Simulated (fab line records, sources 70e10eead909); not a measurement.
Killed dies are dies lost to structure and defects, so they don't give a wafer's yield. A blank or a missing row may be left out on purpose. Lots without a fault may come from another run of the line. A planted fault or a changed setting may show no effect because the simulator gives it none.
A struck lot beside a sound one | flow nand_harc | 18 steps out of a route of 1302
Sound: wafers L788.3, L788.4, L788.6. Struck: wafers L793.1, L793.2, L793.5. The cause comes at the end.
At each step with rows: each side's tool, then ch and its chambers, then its first start. Under that, the readings that differ: sound wafers | struck wafers | difference of the means | sigmas: that difference in standard deviations of wafers without a fault.
alike: readings whose means differ by less than 2 such deviations, and words and numbers that are the same on both sides. not compared: withheld readings, readings that some wafer has no value for, bounds like >300 that may hide the same value, and numbers for which the record gives no deviation and whose values overlap.
The two part at a step that has a row with sigmas, a row that says differs or no value, or rows on one side only. Numbers that don't overlap but have no deviation are shown without sigmas and don't part them. A reading that every wafer of one side lacks parts them only if that side has two wafers or more.

first, 2 steps without rows for these wafers: NHARC_P_STI_SRD_39; NHARC_P_STI_OXIDE_40 (material SiO2, target thk 10 nm, ox time 1362 s).
NHARC_P_STI_INSPECT_25:
  sound on defect_inspect-01, day 4 13:52; struck on defect_inspect-01, day 6 11:27
  alike: raw_defect_count
then, 9 steps without rows for these wafers: NHARC_P_GATE_ETCH_69 (etches SiO2 in dHF, target depth 14 nm); NHARC_P_GATE_PRECLEAN_70 (cleans in SC1); NHARC_P_GATE_SRD_01; NHARC_P_GATE_OXIDE_02 (material SiO2, target thk 37.5 nm, ox time 365 s); NHARC_P_GATE_DEHYDRATE_03 (time 120 s); NHARC_P_GATE_HMDS_04 (time 30 s); NHARC_P_GATE_COAT_05; NHARC_P_GATE_SOFTBAKE_06 (time 95 s); NHARC_P_GATE_EBR_07.
NHARC_P_GATE_EXPOSE_08: exposes mask P HV.
  sound on krf_scanner-03 ch 0, day 4 21:58; struck on krf_scanner-04 ch 0, day 6 19:51
  reading | sound                | struck                  | difference | sigmas
  mask    | P_HV#0 P_HV#0 P_HV#0 | P_PSD#0 P_PSD#0 P_PSD#0 | differs    |
then, 2 steps without rows for these wafers: NHARC_P_GATE_PEB_09 (peb time 85 s); NHARC_P_GATE_DEVELOP_10 (time 70 s).
NHARC_P_GATE_CD_MEAS_11: target cd 1640 nm.
  sound on cd_sem-03 ch 0, day 4 22:07; struck on cd_sem-03 ch 0, day 6 20:01
  reading    | sound                | struck | difference                    | sigmas
  cd_nm (nm) | 1639.2 1640.7 1640.1 | - - -  | no value on the struck wafers |
then, 1 step without rows for these wafers: NHARC_P_GATE_HARDBAKE_12 (time 80 s).
-- the record jumps here: 21 days lie between the struck wafers' starts before and after (it left off in module P_GATE and takes up again in module END, whose first step shown is number 1302 of the route) --
NHARC_END_SORT_01:
  the record has rows for the struck wafers here (prober-01 ch 0, day 27 13:47) and none for the sound ones

WHERE THEY PART
First at NHARC_P_GATE_EXPOSE_08; last, within this record, at NHARC_END_SORT_01.

WHY: what the simulator had put in
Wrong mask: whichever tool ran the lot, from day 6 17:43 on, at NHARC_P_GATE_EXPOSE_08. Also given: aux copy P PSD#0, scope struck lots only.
